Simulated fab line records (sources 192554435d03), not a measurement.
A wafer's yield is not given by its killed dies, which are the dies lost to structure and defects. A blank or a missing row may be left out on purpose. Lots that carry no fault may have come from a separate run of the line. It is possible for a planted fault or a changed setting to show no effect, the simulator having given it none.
Struck lot and sound lot, side by side + flow n5_finfet + 15 out of 1938 route steps
Sound: the wafers L763.2, L763.3, L763.5. Struck: wafers L768.1, L768.4. (L768.5 of the same lot was not struck and is left out.) The cause comes at the end.
Per side, at each step with rows, come the tool, then ch with its chambers, and then its first start. Under that, the readings that differ: sound wafers + struck wafers + difference of the means + sigmas: that difference in standard deviations of wafers without a fault.
alike: a reading whose means differ by less than 2 such deviations, as well as words and numbers matching on both sides. not compared: withheld readings; readings where some wafer has no value; bounds like >300 that might hide an equal value; numbers whose values overlap and for which the record gives no deviation.
Wherever a step has rows on one side only, a row that says differs or no value, or a row with sigmas, the two part there. Numbers that don't overlap but have no deviation are shown without sigmas and don't part them. A reading that every wafer of one side lacks parts them only if that side has two wafers or more.

first, 7 steps without rows for these wafers: N5_BEOL_M12_COAT_22 (resist thk 300 nm); N5_BEOL_M12_EBR_24; N5_BEOL_M12_SOFTBAKE_23 (time 60 s); N5_BEOL_M12_EXPOSE_25 (exposes mask M12); N5_BEOL_M12_PEB_26 (peb time 90 s); N5_BEOL_M12_DEVELOP_27 (develop time 45 s); N5_BEOL_M12_HARDBAKE_32 (time 120 s).
N5_BEOL_M12_CD_MEAS_28: the cd target is 160.2 nm.
  sound on cd_sem-01 ch 0, day 13 05:07; struck on cd_sem-03 ch 0, day 14 04:13
  alike: cd_nm
N5_BEOL_M12_OVL_MEAS_29:
  sound on overlay-01 ch 0, day 13 05:08; struck on overlay-02 ch 0, day 14 04:14
  alike: M12_OVL
N5_BEOL_M12_INSPECT_30: inspects for defects (macro).
  struck on defect_inspect-01, day 14 04:16; sound on defect_inspect-02, day 13 05:10
  alike: raw_defect_count
N5_BEOL_M12_DESCUM_33: chemistry O2, time 7.9 s.
  sound on rie_diel-03 ch 1,2,3, day 13 05:12; struck on rie_diel-01 ch 0,1, day 14 04:26
  alike: drypump_motor_current_A, oes_product_au, rf_vpp_V, showerhead_plenum_p_Torr, throttle_valve_pct
  not compared: rf_hours_counter_h
N5_BEOL_M12_ETCH_67: etches SiARC in CF4, target depth 143 nm, time 238.3 s.
  sound on rie_diel-03 ch 1,2,3, day 13 05:14; struck on rie_diel-01 ch 0,1, day 14 04:28
  alike: drypump_motor_current_A, etch_rf_on_time_s, oes_product_au, rf_vpp_V, showerhead_plenum_p_Torr, throttle_valve_pct
  not compared: rf_hours_counter_h
N5_BEOL_M12_ETCH_68: etches SOC in N2/H2, time 285 s.
  sound on rie_diel-03 ch 1,2,3, day 13 05:23; struck on rie_diel-01 ch 0,1, day 14 04:37
| reading                                     | sound        | struck  | difference | sigmas |
|---------------------------------------------|--------------|---------|------------|--------|
| model.SiARC_of_BEOL_M12_COAT_66.thk_nm (nm) | 86.4 87 86.4 | 93.4 94 | +7.1       |        |
  alike: drypump_motor_current_A, oes_product_au, rf_vpp_V, showerhead_plenum_p_Torr, throttle_valve_pct
  not compared: rf_hours_counter_h
then, 1 step without rows for these wafers: N5_BEOL_M12_STRIP_69 (strips in N2/H2).
N5_PASSIVATION_PROBE_49:
  struck on prober-01, day 15 19:54; sound on prober-02, day 14 14:34
  alike: defect_limited_yield, killed_at_M0_to_M3, killed_at_M4_up, killed_at_contacts, killed_at_front_end, killed_at_other, killed_dies, killed_open, killed_short, sort_bin_5_function, sort_bin_6_memory, sort_n_pass, sort_yield_pct

## WHERE THEY PART
Nowhere in this record.

WHY: the cause the simulator had injected
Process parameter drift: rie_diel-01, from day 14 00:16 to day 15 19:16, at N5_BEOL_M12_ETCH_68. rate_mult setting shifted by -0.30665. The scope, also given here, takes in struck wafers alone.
